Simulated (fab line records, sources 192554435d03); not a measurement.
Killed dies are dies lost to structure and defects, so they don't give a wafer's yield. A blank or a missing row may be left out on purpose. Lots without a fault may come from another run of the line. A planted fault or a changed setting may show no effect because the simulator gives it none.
fab line records | flow n5_finfet
record lots=5 wafers=15 last_day=18
route steps=1938 shown GATE_CUT@491 MOL_CONTACT_COAG@517 PASSIVATION@1936
lots that met no fault: from a run of the same line without faults
start_h: hours from the record's first day to the start of the lot's first wafer shown | wait_h: hours since the lot's step before | " the same as in the row above | L1.1+2: a row that stands for several wafers | - no value, or no start given | * or withheld: withheld | < > ~ a bound
route shown NAME@n: a module of which the file shows steps, and the number in the route of the first | usual: mean/standard deviation of fault-free wafers | same: alike in all rows | chamber/n: place in a boat | sites: the reading at each site | _std_site: their standard deviation | _edge_site: outer sites' mean less inner sites' | radius_mm: how far each site lies from the wafer's centre | mask NAME#n: copy n | behind: the tool/chamber that last shaped the wafer | hold: why the lot was held/for how many hours/how that ended | device: the transistor (n, p or np) that didn't switch | end of line: the same wafers' tests at the end of the route | a step without rows: its recipe alone | killed: dies lost to structure and defects at the first sort, not the wafer's yield | map: a wafer's dies, x killed, . not, _ none there
set.NAME: the setting as run; set.NAME@STEP: as run at that earlier step | model.NAME: the simulator's own value behind a step, which no gauge read
lots at some steps of the route; a table a step, a row a wafer
services: from which hour (start_h, from the record's first day; less than 0 if before it) a tool's chamber was out of use, for how many hours, and why
## steps
# step N5_GATE_CUT_ETCH_28
# recipe chemistry=N2/H2 target=underlayer target_depth_a=130 mask_material=CAR-EUV time_s=10.4 ion_energy_ev=200 pressure_mtorr=30 source_w=840 bias_w=150 n2_flow_sccm=200 h2_flow_sccm=200 ends=cleared
# step N5_GATE_CUT_ETCH_36
# recipe chemistry=CF4 target=SiARC target_depth_a=130 mask_material=CAR-EUV time_s=21.7 ion_energy_ev=80 pressure_mtorr=40 source_w=545 bias_w=36 Ar_flow_sccm=100 cf4_flow_sccm=100 ends=cleared
# usual drypump_motor_current_A=5.68/0.3 etch_rf_on_time_s=22.1/0.63 oes_product_au=0.63/0.067 rf_vpp_V=184.1/1.1 showerhead_plenum_p_Torr=2.14/0.07 throttle_valve_pct=15.69/0.21
# columns lot.wafer tool chamber start_h wait_h drypump_motor_current_A etch_rf_on_time_s oes_product_au rf_hours_counter_h rf_vpp_V showerhead_plenum_p_Torr throttle_valve_pct
L984.1 rie_diel-04 2 87.69 0.0 5.76 22.0 0.59 219 184.5 2.12 15.64
L984.2 " 1 " " 5.93 21.9 0.63 142 184.3 2.24 15.54
L984.5 " 2 " " 5.75 22.1 0.60 - 184.0 2.12 15.65
L987.2 rie_diel-05 1 108.84 0.0 5.14 21.4 0.77 16 184.1 2.20 15.37
L987.3 " 2 " " 5.87 21.5 0.65 136 184.9 2.14 15.39
L987.6 " 1 " " 5.11 21.3 0.79 - 184.8 2.20 15.39
L990.2 rie_diel-04 0 130.85 0.0 5.68 23.0 0.61 169 184.3 2.13 15.92
L990.4 " 1 " " 5.94 22.0 0.63 - 183.4 2.23 15.55
L990.5 " 0 " " 5.68 23.1 0.61 - 184.2 2.13 15.91
L101.1 rie_diel-05 0 194.54 0.0 5.33 21.9 0.62 179 185.9 2.13 15.59
L101.3 " 1 " " 5.09 21.3 0.73 46 184.6 2.19 15.44
L101.5 " 2 " " 5.87 21.4 0.63 - 185.8 2.13 15.46
L105.2 rie_diel-02 1 217.43 0.0 5.84 22.5 0.56 247 185.8 2.19 15.67
L105.4 " 1 " " 5.80 22.5 0.56 - 184.3 2.19 15.67
L105.6 " 3 " " 5.44 21.3 0.83 - 183.1 2.10 15.54
# step N5_GATE_CUT_ETCH_37
# recipe chemistry=N2/H2 target=SOC target_depth_a=600 overetch_a=120 mask_material=SiARC temp_c=40 time_s=90 ion_energy_ev=200 pressure_mtorr=30 source_w=840 bias_w=150 n2_flow_sccm=200 h2_flow_sccm=200
# step N5_GATE_CUT_STRIP_38
# recipe chemistry=N2/H2 temp_c=40 n2_flow_sccm=200 h2_flow_sccm=200 rf_frequency_hz=6e+07
# step N5_GATE_CUT_STRIP_39
# recipe chemistry=N2/H2 temp_c=40 n2_flow_sccm=200 h2_flow_sccm=200 rf_frequency_hz=6e+07
# step N5_GATE_CUT_HM_OPEN_40
# recipe chemistry=C4F6/O2 target=SiO2 mask_material=SiARC target_depth_a=1390 time_s=85.1 ion_energy_ev=250 pressure_mtorr=30 source_w=345 bias_w=185 Ar_flow_sccm=300 C4F6_flow_sccm=10 O2_flow_sccm=10 ends=cleared
# step N5_GATE_CUT_STRIP_41
# recipe chemistry=CF4 resist=SiARC power_w=300 bias_power_w=75 pressure_mtorr=50 cf4_flow_sccm=150 rf_frequency_hz=6e+07
# step N5_GATE_CUT_STRIP_42
# recipe chemistry=O2 power_w=400 temp_c=40 pressure_mtorr=30 rf_frequency_hz=6e+07 bias_power_w=0 overash_fraction=0.3 o2_flow_sccm=225
# step N5_GATE_CUT_ETCH_19
# recipe chemistry=CH3F/O2 target=SiNx mask_material=SiO2 target_depth_a=537 time_s=76.7 pressure_mtorr=30 source_w=395 bias_w=73 Ar_flow_sccm=150 CH3F_flow_sccm=30 O2_flow_sccm=20 ion_energy_ev=120 ends=cleared
# usual CH3F_flow_sccm=30.00/0.089 drypump_motor_current_A=5.7/0.3 etch_rf_on_time_s=77.7/1.5 oes_product_au=0.63/0.066 rf_vpp_V=299/3.2 showerhead_plenum_p_Torr=2.00/0.069 throttle_valve_pct=16.42/0.22
# columns lot.wafer tool chamber start_h wait_h CH3F_flow_sccm drypump_motor_current_A etch_rf_on_time_s oes_product_au rf_hours_counter_h rf_vpp_V showerhead_plenum_p_Torr throttle_valve_pct
L984.1 rie_diel-04 2 87.92 0.0 29.92 5.8 79.0 0.60 219 294 1.99 16.39
L984.2 " 1 " " 30.01 6.0 77.3 0.64 142 301 2.09 16.24
L984.5 " 2 " " 29.86 5.8 77.6 0.60 - 295 1.99 16.39
L987.2 rie_diel-05 1 109.07 0.0 30.03 5.1 76.4 0.78 16 298 2.04 16.03
L987.3 " 2 " " 30.02 5.8 77.5 0.64 136 292 2.00 16.12
L987.6 " 1 " " 29.99 5.1 75.7 0.78 - 298 2.04 16.06
L990.2 rie_diel-04 0 131.08 0.0 29.95 5.7 80.0 0.62 170 302 2.00 16.70
L990.4 " 1 " " 30.07 5.9 76.7 0.63 - 300 2.08 16.26
L990.5 " 0 " " 29.94 5.7 80.7 0.62 - 302 2.00 16.72
L101.1 rie_diel-05 0 194.77 0.0 30.11 5.3 76.4 0.62 179 301 1.99 16.35
L101.3 " 1 " " 29.97 5.1 75.7 0.73 46 297 2.03 16.12
L101.5 " 2 " " 30.08 5.9 77.4 0.63 - 291 1.99 16.17
L105.2 rie_diel-02 1 217.66 0.0 30.03 5.8 78.7 0.56 248 297 2.06 16.47
L105.4 " 1 " " 30.03 5.8 78.7 0.57 - 298 2.06 16.45
L105.6 " 3 " " 29.94 5.4 75.6 0.82 - 297 1.96 16.30
# step N5_GATE_CUT_CUT_ETCH_53
# recipe chemistry=SF6/Cl2 target=W mask_material=SiO2 target_depth_a=792 pressure_mtorr=8 icp_w=900 bias_w=80 SF6_flow_sccm=40 Cl2_flow_sccm=60 ends=cleared
# step N5_GATE_CUT_CUT_ETCH_54
# recipe chemistry=Cl2/BCl3 target=TiN mask_material=SiO2 target_depth_a=967 pressure_mtorr=10 icp_w=1000 bias_w=126 Cl2_flow_sccm=53.25 bcl3_flow_sccm=21.75 Ar_flow_sccm=25 ends=cleared
# step N5_GATE_CUT_CUT_ETCH_55
# recipe chemistry=BCl3 target=HfO2 mask_material=SiO2 target_depth_a=32 ion_energy_ev=30 pressure_mtorr=5 icp_w=450 bias_w=18 bcl3_flow_sccm=80
# step N5_GATE_CUT_ETCH_47
# recipe chemistry=Cl2/BCl3 target=SiO2 target_depth_a=100 pressure_mtorr=10 icp_w=1000 bias_w=126 Cl2_flow_sccm=53.25 bcl3_flow_sccm=21.75 Ar_flow_sccm=25
# usual bcl3_flow_sccm=21.75/0.073 drypump_motor_current_A=5.8/0.44 oes_product_au=0.84/0.12 throttle_valve_pct=22.83/0.22
# columns lot.wafer tool chamber start_h wait_h bcl3_flow_sccm drypump_motor_current_A oes_product_au rf_hours_counter_h throttle_valve_pct
L984.1 rie_metal-03 0 88.33 0.1 21.53 5.7 0.58 144 23.01
L984.2 " 0 " " 21.66 5.7 0.58 - 23.01
L984.5 " 0 " " 21.57 5.7 0.59 - 23.01
L987.2 rie_metal-01 0 109.33 0.0 21.72 5.7 0.79 49 22.69
L987.3 " 1 " " 21.71 6.3 0.73 - 23.26
L987.6 " 0 " " 21.86 5.7 0.79 - 22.68
L990.2 rie_metal-01 1 131.34 0.0 21.75 6.2 0.72 63 23.26
L990.4 " 0 " " 21.72 5.7 0.78 - 22.68
L990.5 " 1 " " 21.76 6.2 0.72 - 23.25
L101.1 rie_metal-01 1 195.03 0.0 21.77 6.3 0.70 70 23.26
L101.3 " 0 " " 21.69 5.7 0.76 - 22.70
L101.5 " 0 " " 21.68 5.7 0.76 - 22.70
L105.2 rie_metal-02 0 217.92 0.0 21.77 5.1 0.87 14 22.98
L105.4 " 0 " " 21.82 5.1 0.86 - 22.96
L105.6 " 1 " " 21.81 6.4 0.89 - 22.81
# step N5_GATE_CUT_VAPOR_ETCH_48
# recipe chemistry=BCl3/Cl2 target=TiN mode=isotropic
# step N5_GATE_CUT_VAPOR_ETCH_49
# recipe chemistry=BCl3/Cl2 target=TiAlC mode=isotropic
# step N5_GATE_CUT_VAPOR_ETCH_51
# recipe chemistry=BCl3/Cl2 target=HfO2 mode=isotropic
# step N5_GATE_CUT_STRIP_21
# recipe chemistry=N2/H2 time_s=30 power_w=1000 temp_c=250 pressure_mtorr=withheld n2_flow_sccm=1750 h2_flow_sccm=3250
# step N5_GATE_CUT_STRIP_29
# recipe chemistry=post_etch_residue_remover time_s=60 temp_c=25 remover_ph=withheld remover_water_wt_pct=withheld remover_fluoride_wt_pct=withheld
# step N5_GATE_CUT_SRD_52
# recipe dry=ipa_marangoni time_s=30 temp_c=23 rinse_liquid=diw
# step N5_GATE_CUT_ALD_22
# recipe material=SiNx target_thk_a=160 temp_c=400 ald_precursor_family=SiH2I2 ald_co_reactant=N2/H2-plasma pulse_time_s=1 ald_cycles=320 purge_time_s=2 co_reactant_purge_time_s=2 pressure_torr=2
# usual heater_power_w=817/98 precursor_pulse_height_rel=1.001/0.02
# columns lot.wafer tool chamber start_h wait_h heater_power_w precursor_pulse_height_rel
L984.1 ald_sin-03 1 88.84 0.1 637 1.004
L984.2 " 2 " " 911 1.003
L984.5 " 3 " " 932 0.993
L987.2 ald_sin-03 0 109.62 0.0 785 0.976
L987.3 " 3 " " 928 1.006
L987.6 " 0 " " 788 1.012
L990.2 ald_sin-01 2 131.63 0.0 799 1.004
L990.4 " 3 " " 1008 0.986
L990.5 " 1 " " 878 0.999
L101.1 ald_sin-03 3 195.44 0.1 932 0.983
L101.3 " 0 " " 776 0.970
L101.5 " 3 " " 938 0.985
L105.2 ald_sin-04 1 218.22 0.0 722 1.013
L105.4 " 2 " " 828 1.013
L105.6 " 3 " " 832 0.991
# step N5_GATE_CUT_CMP_23
# recipe stop_on=SiO2 t_overpolish_s=23.4 post_cmp_clean=alkaline_brush down_force_psi=2.5 platen_rpm=51.8 pad_velocity_m_s=1.0307 target_thk_nm=16
# step N5_GATE_CUT_THK_MEAS_24
# recipe reads=SiO2_of_GATE_CUT_HM_DEP_46+SiO2_flowable_of_ILD0_FCVD_FILL_01
# usual GC_FILL_THK=219.5/2.1
# columns lot.wafer tool chamber start_h wait_h GC_FILL_THK[nm]
L984.1 film_metro-02 - 90.63 - 216.9
L984.2 " - " " 217.6
L984.5 " - " " 219.3
L987.2 film_metro-01 - 111.41 - 218.3
L987.3 " - " " 220.3
L987.6 " - " " 221.6
L990.2 film_metro-02 - 133.41 - 222.0
L990.4 " - " " 222.8
L990.5 " - " " 223.1
L101.1 film_metro-01 - 197.22 - 218.1
L101.3 " - " " 219.9
L101.5 " - " " 220.0
L105.2 film_metro-02 - 220.00 - 220.9
L105.4 " - " " 222.6
L105.6 " - " " 222.6
# step N5_GATE_CUT_CMP_43
# recipe material=SiO2 post_cmp_clean=rinse_only
# step N5_GATE_CUT_CMP_61
# recipe stop_on=SiNx t_overpolish_s=3 post_cmp_clean=alkaline_brush down_force_psi=4 platen_rpm=27.09 pad_velocity_m_s=0.539
# usual head_pressure_psi=3.999/0.0083 motor_current_A=11.9/1.3
# columns lot.wafer tool chamber start_h wait_h head_pressure_psi motor_current_A
L984.2 cmp-01 1 91.17 0.3 3.999 13.2
L984.1 " 3 " " 3.989 10.9
L984.5 " 0 " " 4.003 14.0
L987.2 cmp-04 3 111.95 0.3 3.988 13.1
L987.3 " 1 " " 3.995 12.0
L987.6 " 2 " " 4.008 10.7
L990.2 cmp-04 2 134.04 0.3 3.994 10.2
L990.4 " 3 " " 4.006 13.9
L990.5 " 1 " " 3.997 12.5
L101.1 cmp-04 1 197.76 0.3 3.993 12.3
L101.3 " 3 " " 3.996 14.4
L101.5 " 0 " " 4.002 10.3
L105.2 cmp-02 3 220.57 0.3 4.003 12.6
L105.4 " 0 " " 3.988 12.3
L105.6 " 1 " " 3.992 11.5
# step N5_MOL_CONTACT_COAG_COAT_103
# recipe resist=SOC temp_c=250 time_s=60 spin_rpm=1500 resist_thk_nm=80
# step N5_MOL_CONTACT_COAG_COAT_104
# recipe resist=SiARC temp_c=220 time_s=60 spin_rpm=1500 resist_thk_nm=12
# step N5_MOL_CONTACT_COAG_COAT_58
# recipe resist=underlayer temp_c=205 time_s=60 spin_rpm=1500 resist_thk_nm=10
# step N5_MOL_CONTACT_COAG_COAT_02
# recipe resist=CAR-EUV spin_rpm=1500 resist_thk_nm=30
# step N5_MOL_CONTACT_COAG_EBR_04
# recipe solvent=PGMEA ebr_width_mm=1.5
# step N5_MOL_CONTACT_COAG_SOFTBAKE_03
# recipe temp_c=110 time_s=60 resist=CAR-EUV
# step N5_MOL_CONTACT_COAG_EXPOSE_05
# recipe mask_id=CA na=0.33 source_shape=annular sigma_inner=0.4 sigma_outer=0.8 polarization=unpolarized defocus_nm=0 dose_mj=38.25
# step N5_MOL_CONTACT_COAG_PEB_06
# recipe peb_temp_c=100 peb_time_s=60 resist=CAR-EUV
# step N5_MOL_CONTACT_COAG_DEVELOP_07
# recipe develop_time_s=30 developer=TMAH resist=CAR-EUV rinse_liquid=surfactant_rinse dry=air_spin dev_temp_c=23
# step N5_MOL_CONTACT_COAG_CD_MEAS_08
# recipe target_cd_nm=28 landing_energy_ev=500 detector=se_inlens polarity=opening
# usual cd_nm=28.06/0.25
# columns lot.wafer tool chamber start_h wait_h cd_nm
L984.1 cd_sem-03 0 91.67 - 27.65
L984.2 " 0 " " 28.38
L984.5 " 0 " " 27.97
L987.2 cd_sem-01 0 112.45 - 27.91
L987.3 " 0 " " 28.01
L987.6 " 0 " " 28.04
L990.2 cd_sem-02 0 134.54 - 28.16
L990.4 " 0 " " 27.79
L990.5 " 0 " " 28.12
L101.1 cd_sem-01 0 198.26 - 28.51
L101.3 " 0 " " 27.74
L101.5 " 0 " " 28.44
L105.2 cd_sem-03 0 221.04 - 28.12
L105.4 " 0 " " 28.23
L105.6 " 0 " " 28.09
# step N5_MOL_CONTACT_COAG_OVL_MEAS_09
# recipe points_per_wafer=522
# usual CA_OVL=-0.2/0.71
# columns lot.wafer tool chamber start_h wait_h CA_OVL[nm]
L984.1 overlay-02 0 91.71 0.0 -0.4
L984.2 " 0 " " -0.6
L984.5 " 0 " " -0.4
L987.2 overlay-01 0 112.48 0.0 0.3
L987.3 " 0 " " 1.0
L987.6 " 0 " " 0.1
L990.2 overlay-02 0 134.58 0.0 0.3
L990.4 " 0 " " 1.1
L990.5 " 0 " " 1.2
L101.1 overlay-01 0 198.29 0.0 -0.3
L101.3 " 0 " " -0.6
L101.5 " 0 " " -0.2
L105.2 overlay-02 0 221.08 0.0 -0.1
L105.4 " 0 " " -0.2
L105.6 " 0 " " -0.5
# step N5_MOL_CONTACT_COAG_DESCUM_13
# recipe chemistry=O2 time_s=7 source_power_w=50 bias_power_w=20 pressure_mtorr=20 rf_frequency_hz=2.712e+07 temp_c=40 resist=CAR-EUV o2_flow_sccm=225
# step N5_MOL_CONTACT_COAG_ETCH_59
# recipe chemistry=N2/H2 target=underlayer target_depth_a=130 mask_material=CAR-EUV time_s=10.4 ion_energy_ev=200 pressure_mtorr=30 source_w=840 bias_w=150 n2_flow_sccm=200 h2_flow_sccm=200 ends=cleared
# usual drypump_motor_current_A=5.7/0.44 etch_rf_on_time_s=10.40/0.28 oes_product_au=0.66/0.074 rf_vpp_V=522.8/1.9 showerhead_plenum_p_Torr=2.50/0.061 throttle_valve_pct=17.87/0.28
# columns lot.wafer tool chamber start_h wait_h drypump_motor_current_A etch_rf_on_time_s oes_product_au rf_hours_counter_h rf_vpp_V showerhead_plenum_p_Torr throttle_valve_pct
L984.1 rie_diel-03 1 91.83 0.0 5.9 10.32 0.59 245 524.8 2.61 17.68
L984.2 " 0 " " 5.2 10.25 0.64 160 521.2 2.45 17.94
L984.5 " 3 " " 5.8 10.49 0.69 - 524.6 2.59 18.03
L987.2 rie_diel-03 2 112.88 0.0 5.8 10.68 0.60 233 519.5 2.41 18.09
L987.3 " 0 " " 5.2 10.45 0.63 167 520.7 2.45 17.94
L987.6 " 0 " " 5.2 10.30 0.63 - 519.8 2.45 17.95
L990.2 rie_diel-06 1 135.03 0.0 5.7 9.93 0.61 207 521.9 2.50 17.94
L990.4 " 1 " " 5.7 9.98 0.60 - 523.4 2.50 17.93
L990.5 " 3 " " 6.0 10.73 0.57 - 522.3 2.51 18.17
L101.1 rie_diel-06 2 198.41 0.0 4.9 9.97 0.78 48 526.4 2.59 18.07
L101.3 " 3 " " 6.0 10.69 0.56 237 523.6 2.50 18.19
L101.5 " 2 " " 4.9 10.03 0.77 - 524.5 2.59 18.06
L105.2 rie_diel-06 2 221.20 0.0 4.9 9.99 0.77 53 524.8 2.59 18.08
L105.4 " 2 " " 4.9 10.03 0.77 - 524.3 2.59 18.08
L105.6 " 3 " " 6.0 10.61 0.56 - 522.3 2.50 18.21
# step N5_MOL_CONTACT_COAG_ETCH_105
# recipe chemistry=CF4 target=SiARC target_depth_a=156 mask_material=CAR-EUV time_s=26 ion_energy_ev=80 pressure_mtorr=40 source_w=545 bias_w=36 Ar_flow_sccm=100 cf4_flow_sccm=100 ends=cleared
# step N5_MOL_CONTACT_COAG_ETCH_106
# recipe chemistry=N2/H2 target=SOC target_depth_a=800 overetch_a=160 mask_material=SiARC temp_c=40 time_s=120 ion_energy_ev=200 pressure_mtorr=30 source_w=840 bias_w=150 n2_flow_sccm=200 h2_flow_sccm=200
# step N5_PASSIVATION_PROBE_49
# usual killed_at_M0_to_M3=35/11 killed_at_M4_up=14/5.4 killed_at_contacts=13/6 killed_at_front_end=38/11 killed_at_other=3.4/2.6 killed_dies=104/19 killed_on_rim=13/3.9 killed_open=68/13 killed_short=34/8.5
# same gross_dies=1180 killed_at_back_side=0
# columns lot.wafer tool chamber start_h wait_h killed_at_M0_to_M3 killed_at_M4_up killed_at_contacts killed_at_front_end killed_at_other killed_dies killed_on_rim killed_open killed_short
L984.1 prober-02 - 320.27 0.2 41 12 2 26 3 84 9 52 32
L984.2 prober-02 - 320.32 0.2 41 13 14 27 2 97 13 62 29
L984.5 prober-02 - 320.47 0.4 39 12 3 14 1 69 6 46 23
L990.2 prober-01 - 333.53 0.1 41 22 4 34 1 102 16 70 32
L990.4 prober-01 - 333.63 0.2 37 10 15 40 3 105 26 69 30
L990.5 prober-01 - 333.68 0.2 29 14 4 30 2 79 10 49 29
L101.3 prober-02 - 408.38 0.1 24 12 20 129 3 188 26 67 32
L101.5 prober-02 - 408.48 0.2 34 5 9 130 2 180 23 65 29
# killed by level:class
L984.1 BEOL_M3:geometric_particle:open=13 BEOL_M0_SAQP:geometric_particle:open=8 BEOL_M0_SAQP:geometric_particle:short=7 BEOL_M1:geometric_particle:open=7 STARTING-WAFER:geometric_particle:short=7 FIN_SAQP:geometric_particle:short=4 BEOL_M4:geometric_particle:open=4 GATE_CUT:geometric_particle:short=3
L984.2 MOL_CONTACT_COAG:geometric_particle:open=12 BEOL_M0_SAQP:geometric_particle:short=12 BEOL_M1:geometric_particle:open=11 BEOL_M0_SAQP:geometric_particle:open=6 BEOL_M4:geometric_particle:open=6 HKMG_FIN:area_etch=6 BEOL_M3:geometric_particle:open=5 STARTING-WAFER:geometric_particle:short=5
L984.5 BEOL_M1:geometric_particle:open=8 BEOL_M0_SAQP:geometric_particle:open=6 BEOL_M0_SAQP:geometric_particle:short=6 BEOL_M3:geometric_particle:open=6 BEOL_M4:geometric_particle:open=6 BEOL_M0:geometric_particle:short=4 BEOL_M1:geometric_particle:short=4 FIN_SAQP:geometric_particle:open=3
L990.2 BEOL_M4:geometric_particle:open=11 BEOL_M0_SAQP:geometric_particle:short=9 BEOL_M3:geometric_particle:open=9 FIN_SAQP:geometric_particle:short=7 BEOL_M0_SAQP:geometric_particle:open=7 BEOL_M2:geometric_particle:open=7 FIN_SAQP:geometric_particle:open=6 STI_FIN_REVEAL:geometric_particle:open=4
L990.4 MOL_CONTACT_COAG:geometric_particle:open=11 BEOL_M2:geometric_particle:open=9 BEOL_M3:geometric_particle:open=8 BEOL_M1:geometric_particle:open=7 FIN_SAQP:geometric_particle:open=5 GATE_CUT:geometric_particle:short=5 BEOL_M2:geometric_particle:short=5 BEOL_M4:geometric_particle:open=5
L990.5 BEOL_M3:geometric_particle:open=11 FIN_SAQP:geometric_particle:short=8 BEOL_M0_SAQP:geometric_particle:short=6 GATE_CUT:geometric_particle:open=5 DUMMY_GATE:geometric_particle:open=4 GATE_CUT:geometric_particle:short=4 BEOL_M0_SAQP:geometric_particle:open=4 BEOL_M2:geometric_particle:open=4
L101.3 GATE_CUT:unspecified=89 FIN_SAQP:geometric_particle:open=13 MOL_CONTACT_COAG:geometric_particle:open=13 BEOL_M2:geometric_particle:open=9 MOL_CONTACT_COAG:geometric_particle:short=7 FIN_SAQP:geometric_particle:short=6 STI_FIN_REVEAL:geometric_particle:open=6 BEOL_M4:geometric_particle:open=4
L101.5 GATE_CUT:unspecified=86 BEOL_M2:geometric_particle:open=15 STI_FIN_REVEAL:geometric_particle:open=12 MOL_CONTACT_COAG:geometric_particle:open=6 FIN_SAQP:geometric_particle:open=5 BEOL_M0_SAQP:geometric_particle:open=5 GATE_CUT:geometric_particle:short=5 FIN_SAQP:geometric_particle:short=4
# map L101.3 (x killed, . not)
_________________xxxxxxxxxx..________________
______________xxxxxxxxxxxxx.x..._____________
___________..xx.xxxxxxxxx.x........__________
__________x..xxxxxxxxxxx.x..x......._________
________.....xxxxxxxxxxxx..xx.......x._______
_______.....x.xx.xxxxxx.x..............______
______.......x.xxxxxxxxx.x.x............_____
_____.....x......xxxxx.....x.............____
____..............xx...........x..x.......___
___.............x......x..............x.x..__
___....x....x...x..xxx.......x...x.........__
__..........x..........x.......x.x.........._
__..................x...x........x...x......_
_..........x...xxx.............x.......x.....
_................x........x....xx.........x..
_...xx...x....x........x..x.......x..........
_.....x........x.............................
_........x..........................x........
_............x...........x..x..x..x..........
_...............x......................x.x...
_.x.x...................xx.....x.............
__............x.........x.x............xx..._
__x.......x.........x..........x.......x...._
___.x..x..x................................__
___.....x.........x.........x..............__
____...........x....x................x....___
_____.......x...........x....x...........____
______..........xx......................_____
_______xx....................x.......x.______
________....x.............x..........._______
__________........x.x..............._________
___________..........x.............__________
______________...............x.._____________
_________________..x.........________________
# map L990.4 (x killed, . not)
_________________............________________
______________....x......x...x.x_____________
___________........................__________
__________...x..........x..........x_________
________...........................x.._______
_______......x..............x..........______
______x........x.............x.......xx._____
_____.........x..........................____
____................................xx..x.___
___x...............x.x.................xx.x__
___.................x.....................x__
__..x.......................x..........x...._
__....x............x........x..x............_
_........x.........x...............xx........
_x....x............................x.........
_............................x...x.....x.....
_.....................................x....xx
_...........xx....x...............x....x....x
_x.................x....x........x...........
_x..........................x................
_x.x......x....x.x...x......x................
__.......x..................x..............._
__....x......x..........x.....x............._
___.x.x.............x..................x.x.__
___..................x...............x.....__
____x.....................................___
_____x.x.x..............................x____
______.x..........x....................._____
_______...x.....x...xx.........xx...x..______
________.............x............x..._______
__________....x......x....x......x.._________
___________........................__________
______________..............x..._____________
_________________x..x....xxx.________________
## services
# columns tool chamber start_h hours kind
rie_metal-03 1 64.83 11.2 repair
rie_diel-06 0 76.12 3.5 repair
ald_sin-04 - 77.28 0.6 repair
ald_sin-01 - 89.32 6.1 pm
cmp-01 - 91.85 1.7 repair
ald_sin-01 3 111.29 1.9 repair
rie_diel-05 2 115.35 6.4 repair
cmp-04 - 116.23 0.2 repair
rie_metal-03 1 119.22 8.1 repair
cmp-04 - 121.85 0.5 repair
rie_diel-06 2 127.22 13.3 repair
rie_diel-04 3 129.24 4.7 repair
rie_diel-05 3 129.79 4.6 repair
cmp-02 - 131.24 4.0 pm
cmp-01 - 152.68 1.9 repair
rie_diel-06 1 153.08 4.2 repair
rie_diel-02 3 158.29 9.1 repair
ald_sin-03 2 182.84 6.7 repair
cmp-04 - 185.89 8.7 pm
rie_diel-02 1 189.70 2.6 repair
rie_diel-03 2 201.74 28.7 repair
rie_diel-04 0 207.73 1.7 repair
rie_diel-06 1 214.36 13.2 repair
rie_diel-03 - 219.88 28.1 pm
## key
first_sign step=N5_PASSIVATION_PROBE_49 reading=killed_at_front_end direction=up sigmas=8.5 usual=38 struck=130
effect step=N5_PASSIVATION_PROBE_49 reading=killed_dies direction=up sigmas=4.3 usual=104 struck=184
more_kills_born_at N5_GATE_CUT_ETCH_47@rie_metal-01=175
met_at N5_GATE_CUT_ETCH_47
struck_wafers L101.3,L101.5
tester_left_out L101
onset_between 131.34 195.03
fault kind=chamber_particle_source tool=rie_metal-01 chamber=0 onset_h=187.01 steps=N5_GATE_CUT_ETCH_47 rate_per_visit_cm2=0.51988 end_h=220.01
# tester_left_out: of these lots the tester's yield and bins aren't shown, on N5 and GAA mostly nor the transistor test; their killed dies are dies lost to structure and defects alone, not to doping, threshold or leakage, so they don't give the yield
